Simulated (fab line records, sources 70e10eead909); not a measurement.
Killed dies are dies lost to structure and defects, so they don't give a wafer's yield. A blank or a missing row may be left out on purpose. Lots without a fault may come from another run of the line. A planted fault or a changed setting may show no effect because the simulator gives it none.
Which tool did it? | flow nand_harc | 11 lots, 33 wafers sampled, at 7 steps of a route of 1159

WHAT THE GAUGES READ, wafer by wafer
NHARC_P_GATE_INSPECT_28. Usual: raw_defect_count 6, standard deviation 3.1.
lot  | measured     | on                | raw_defect_count | flag
L774 | day 5 02:04  | defect_inspect-01 | 14 6 3           |
L775 | day 5 01:55  | defect_inspect-01 | 7 7 6            |
L776 | day 5 15:50  | defect_inspect-01 | 9 5 6            |
L779 | day 6 09:56  | defect_inspect-01 | 5 6 9            |
L781 | day 6 22:41  | defect_inspect-01 | 1454 1445 1452   | OFF
L783 | day 7 12:14  | defect_inspect-01 | 8 5 10           |
L784 | day 7 21:59  | defect_inspect-01 | 1451 1415 1432   | OFF
L792 | day 9 05:10  | defect_inspect-01 | 10 7 5           |
L794 | day 10 01:42 | defect_inspect-02 | 10 5 11          |
L796 | day 10 01:50 | defect_inspect-02 | 1 0 1            |
L795 | day 10 02:10 | defect_inspect-01 | 5 7 10           |

NHARC_P_GATE_INSPECT_68. Usual: raw_defect_count 177, standard deviation 70.
lot  | measured     | on                | raw_defect_count | flag
L774 | day 5 20:53  | defect_inspect-02 | 174 176 294      |
L775 | day 5 20:43  | defect_inspect-01 | 64 133 139       |
L776 | day 6 10:23  | defect_inspect-01 | 219 122 200      |
L779 | day 7 04:44  | defect_inspect-01 | 198 112 178      |
L781 | day 7 17:41  | defect_inspect-01 | 1777 1590 1637   | OFF
L783 | day 8 10:35  | defect_inspect-02 | 302 146 194      |
L784 | day 8 16:20  | defect_inspect-01 | 1565 1528 1516   | OFF
L792 | day 10 00:55 | defect_inspect-01 | 136 198 125      |
L794 | day 10 20:13 | defect_inspect-01 | 224 269 645      |
L796 | day 10 20:30 | defect_inspect-02 | 139 229 172      |
L795 | day 10 21:17 | defect_inspect-02 | 220 129 280      |

NHARC_END_SORT_01. Usual: killed_at_array 27, standard deviation 9.8; killed_at_other 0.6, standard deviation 0.83; killed_at_periphery 3.5, standard deviation 2.4; killed_dies 31, standard deviation 9.6; killed_open 3.1, standard deviation 1.9; killed_short 2.0, standard deviation 1.5.
lot  | measured     | on        | killed_at_array | killed_at_other | killed_at_periphery | killed_dies | killed_open | killed_short | flag
L774 | day 20 10:29 | prober-02 | 16 26 21        | 1 2 0           | 4 1 4               | 21 29 25    | 2 5 4       | 1 2 5        |
L781 | day 22 13:37 | prober-01 | 33 24 28        | 1 0 0           | 96 92 98            | 130 116 126 | 5 2 3       | 4 1 1        | OFF
L784 | day 24 00:34 | prober-02 | 40 32 27        | 0 0 0           | 95 90 95            | 135 122 122 | 4 5 4       | 7 4 1        | OFF

WHICH TOOL RAN EACH LOT (tool, then ch and the chambers of the sampled wafers, then the start)
lot  | NHARC_P_GATE_HM_DEP_102       | NHARC_P_GATE_ETCH_104              | NHARC_P_GATE_ETCH_114                         | NHARC_P_GATE_ETCHBACK_37
L774 | acl_dep-03 ch 0, day 5 00:35  | rie_diel-01 ch 0,1,2, day 5 02:20  | rie_diel-01 ch 0,1,3, day 5 20:53 or earlier  | rie_diel-05 ch 0,1,3, day 5 20:53 or earlier
L775 | acl_dep-01 ch 0, day 5 00:41  | rie_diel-01 ch 0,1,2, day 5 02:09  | rie_diel-01 ch 0,2,3, day 5 20:43 or earlier  | rie_diel-05 ch 0,1,3, day 5 20:43 or earlier
L776 | acl_dep-02 ch 0, day 5 14:29  | rie_diel-13 ch 0,2, day 5 16:01    | rie_diel-13 ch 0,2, day 6 10:23 or earlier    | rie_diel-05 ch 0,1,3, day 6 10:23 or earlier
L779 | acl_dep-03 ch 0, day 6 08:28  | rie_diel-13 ch 0,1,2, day 6 10:05  | rie_diel-13 ch 2,3, day 7 04:44 or earlier    | rie_diel-05 ch 0,1,2, day 7 04:44 or earlier
L781 | acl_dep-03 ch 0, day 6 21:17  | rie_diel-05 ch 0,3, day 6 23:11    | rie_diel-05 ch 0,2,3, day 7 17:41 or earlier  | rie_diel-05 ch 0,3, day 7 17:41 or earlier
L783 | acl_dep-01 ch 0, day 7 10:46  | rie_diel-05 ch 0,2,3, day 7 12:24  | rie_diel-05 ch 1,2, day 8 10:35 or earlier    | rie_diel-13 ch 0,1,2, day 8 10:35 or earlier
L784 | acl_dep-03 ch 0, day 7 20:45  | rie_diel-13 ch 0,3, day 7 22:08    | rie_diel-13 ch 1,2, day 8 16:20 or earlier    | rie_diel-01 ch 0,2,3, day 8 16:20 or earlier
L792 | acl_dep-01 ch 0, day 9 03:42  | rie_diel-05 ch 0,1,2, day 9 05:37  | rie_diel-05 ch 0,1,2, day 10 00:55 or earlier | rie_diel-13 ch 1,2,3, day 10 00:55 or earlier
L794 | acl_dep-03 ch 0, day 10 00:11 | rie_diel-05 ch 0,2,3, day 10 01:50 | rie_diel-05 ch 1,2,3, day 10 20:13 or earlier | rie_diel-01 ch 0,1,3, day 10 20:13 or earlier
L796 | acl_dep-01 ch 0, day 10 00:28 | rie_diel-05 ch 1,3, day 10 02:02   | rie_diel-05 ch 1,2,3, day 10 20:30 or earlier | rie_diel-13 ch 0,2, day 10 20:30 or earlier
L795 | acl_dep-03 ch 0, day 10 00:56 | rie_diel-01 ch 0,1,3, day 10 02:20 | rie_diel-01 ch 1,2, day 10 21:17 or earlier   | rie_diel-13 ch 0,1,2, day 10 21:17 or earlier
- NHARC_P_GATE_HM_DEP_102: deposits aC, target thk 120 nm.
- NHARC_P_GATE_ETCH_104: etches the open film in CF4/CHF3, target depth 60 nm.
- NHARC_P_GATE_ETCH_114: etches the open film in CF4/O2, target depth 30 nm, overetch 3 nm, time 16.5 s.
- NHARC_P_GATE_ETCHBACK_37: etches the open film in CHF3/O2, target depth 34.5 nm, time 17.2 s.

WHAT THE TOOLS THEMSELVES READ (means of the sampled wafers that have a number; where no wafer has one, the mark that the record gives instead)
NHARC_P_GATE_HM_DEP_102. Usual: throttle_valve_pct 35.000 %, standard deviation 0.0092.
lot  | tool       | throttle_valve_pct (%) | flag
L774 | acl_dep-03 | 35.001                 |
L775 | acl_dep-01 | 35.004                 |
L776 | acl_dep-02 | 35.000                 |
L779 | acl_dep-03 | 34.992                 |
L781 | acl_dep-03 | 34.996                 |
L783 | acl_dep-01 | 35.013                 |
L784 | acl_dep-03 | 35.005                 |
L792 | acl_dep-01 | 34.992                 |
L794 | acl_dep-03 | 35.002                 |
L796 | acl_dep-01 | 34.994                 |
L795 | acl_dep-03 | 35.001                 |

NHARC_P_GATE_ETCH_104. Usual: drypump_motor_current_A 5.6 A, standard deviation 0.56; oes_product_au 0.945 a.u., standard deviation 0.018; rf_vpp_V 369.9 V, standard deviation 1.7; showerhead_plenum_p_Torr 1.55 Torr, standard deviation 0.043; throttle_valve_pct 16.801 %, standard deviation 0.0086.
lot  | tool        | drypump_motor_current_A (A) | oes_product_au (a.u.) | rf_vpp_V (V) | showerhead_plenum_p_Torr (Torr) | throttle_valve_pct (%) | flag
L774 | rie_diel-01 | 5.9                         | 0.943                 | 372.7        | 1.62                            | 16.797                 |
L775 | rie_diel-01 | 5.9                         | 0.929                 | 373.2        | 1.62                            | 16.798                 |
L776 | rie_diel-13 | 5.7                         | 0.952                 | 369.7        | 1.54                            | 16.811                 |
L779 | rie_diel-13 | 6.0                         | 0.944                 | 369.2        | 1.52                            | 16.802                 |
L781 | rie_diel-05 | 5.5                         | 0.927                 | 369.6        | 1.55                            | 16.804                 |
L783 | rie_diel-05 | 5.2                         | 0.970                 | 370.6        | 1.56                            | 16.801                 |
L784 | rie_diel-13 | 5.3                         | 0.966                 | 367.9        | 1.49                            | 16.801                 |
L792 | rie_diel-05 | 5.5                         | 0.923                 | 369.5        | 1.55                            | 16.808                 |
L794 | rie_diel-05 | 5.2                         | 0.972                 | 369.6        | 1.56                            | 16.805                 |
L796 | rie_diel-05 | 5.3                         | 0.949                 | 369.5        | 1.55                            | 16.796                 |
L795 | rie_diel-01 | 5.7                         | 0.956                 | 372.5        | 1.62                            | 16.806                 |

NHARC_P_GATE_ETCH_114. Usual: drypump_motor_current_A 5.6 A, standard deviation 0.58; oes_product_au 0.998 a.u., standard deviation 0.007; rf_vpp_V 197.4 V, standard deviation 1.2; showerhead_plenum_p_Torr 1.32 Torr, standard deviation 0.038; throttle_valve_pct 13.396 %, standard deviation 0.011.
lot  | tool        | drypump_motor_current_A (A) | oes_product_au (a.u.) | rf_vpp_V (V) | showerhead_plenum_p_Torr (Torr) | throttle_valve_pct (%) | flag
L774 | rie_diel-01 | 5.7                         | 0.996                 | 198.5        | 1.39                            | 13.399                 |
L775 | rie_diel-01 | 6.1                         | 0.994                 | 198.5        | 1.36                            | 13.383                 |
L776 | rie_diel-13 | 5.7                         | 0.995                 | 196.4        | 1.31                            | 13.385                 |
L779 | rie_diel-13 | 6.0                         | 0.995                 | 196.9        | 1.29                            | 13.397                 |
L781 | rie_diel-05 | 5.2                         | 1.001                 | 197.6        | 1.33                            | 13.394                 |
L783 | rie_diel-05 | 5.2                         | 1.010                 | 197.5        | 1.32                            | 13.391                 |
L784 | rie_diel-13 | 6.3                         | 1.003                 | 195.8        | 1.29                            | 13.406                 |
L792 | rie_diel-05 | 5.5                         | 0.991                 | 197.5        | 1.31                            | 13.390                 |
L794 | rie_diel-05 | 5.3                         | 0.991                 | 197.3        | 1.32                            | 13.401                 |
L796 | rie_diel-05 | 5.3                         | 0.999                 | 197.0        | 1.32                            | 13.392                 |
L795 | rie_diel-01 | 5.5                         | 0.986                 | 198.5        | 1.38                            | 13.397                 |

NHARC_P_GATE_ETCHBACK_37. Usual: chf3_flow_sccm 49.99 sccm, standard deviation 0.15; drypump_motor_current_A 5.7 A, standard deviation 0.57; oes_product_au 0.95 a.u., standard deviation 0.035; rf_vpp_V 370.0 V, standard deviation 1.9; showerhead_plenum_p_Torr 2.37 Torr, standard deviation 0.073; throttle_valve_pct 20.573 %, standard deviation 0.0083.
lot  | tool        | chf3_flow_sccm (sccm) | drypump_motor_current_A (A) | oes_product_au (a.u.) | rf_vpp_V (V) | showerhead_plenum_p_Torr (Torr) | throttle_valve_pct (%) | flag
L774 | rie_diel-05 | 50.19                 | 5.6                         | 1.00                  | 369.8        | 2.36                            | 20.564                 |
L775 | rie_diel-05 | 50.09                 | 5.6                         | 0.95                  | 369.7        | 2.36                            | 20.578                 |
L776 | rie_diel-05 | 49.96                 | 5.6                         | 0.92                  | 370.6        | 2.36                            | 20.577                 |
L779 | rie_diel-05 | 49.99                 | 5.5                         | 0.93                  | 370.0        | 2.36                            | 20.581                 |
L781 | rie_diel-05 | 49.87                 | 5.3                         | 0.93                  | 370.6        | 2.38                            | 20.568                 |
L783 | rie_diel-13 | 49.94                 | 6.0                         | 0.92                  | 368.0        | 2.31                            | 20.576                 |
L784 | rie_diel-01 | 50.03                 | 6.1                         | 0.99                  | 371.4        | 2.43                            | 20.579                 |
L792 | rie_diel-13 | 50.02                 | 6.0                         | 1.00                  | 366.8        | 2.28                            | 20.566                 |
L794 | rie_diel-01 | 50.17                 | 5.7                         | 0.99                  | 373.0        | 2.48                            | 20.575                 |
L796 | rie_diel-13 | 50.04                 | 5.7                         | 0.92                  | 369.1        | 2.33                            | 20.571                 |
L795 | rie_diel-13 | 50.04                 | 6.1                         | 0.92                  | 369.2        | 2.30                            | 20.576                 |

THE ANSWER, worked out from the rows above alone
Rule: a lot is off if the mean of its wafers that have a number lies more than 3 standard deviations from the usual mean. A lot without any number at a reading at which 4 lots or more have one is off too. The other lots that the step has rows for count as sound. The gauges are gone through in route order, then the tools' own readings, and for those a lot's mean is taken as printed above. The first step at which some lot is off is used, and at that step the reading that is off furthest; a lot without a number counts as furthest.
Off: L781, L784, at NHARC_P_GATE_INSPECT_28 (raw_defect_count).
A tool fits if, at a process step before that reading, it ran every lot that is off, and no sound lot after the first of them. The gauges at NHARC_P_GATE_INSPECT_28 aren't tried: what is off there is off at NHARC_END_SORT_01 too, on other tools, and a gauge's error can't cause that. None of those tried fits.

WHAT THE SIMULATOR HAD PUT IN
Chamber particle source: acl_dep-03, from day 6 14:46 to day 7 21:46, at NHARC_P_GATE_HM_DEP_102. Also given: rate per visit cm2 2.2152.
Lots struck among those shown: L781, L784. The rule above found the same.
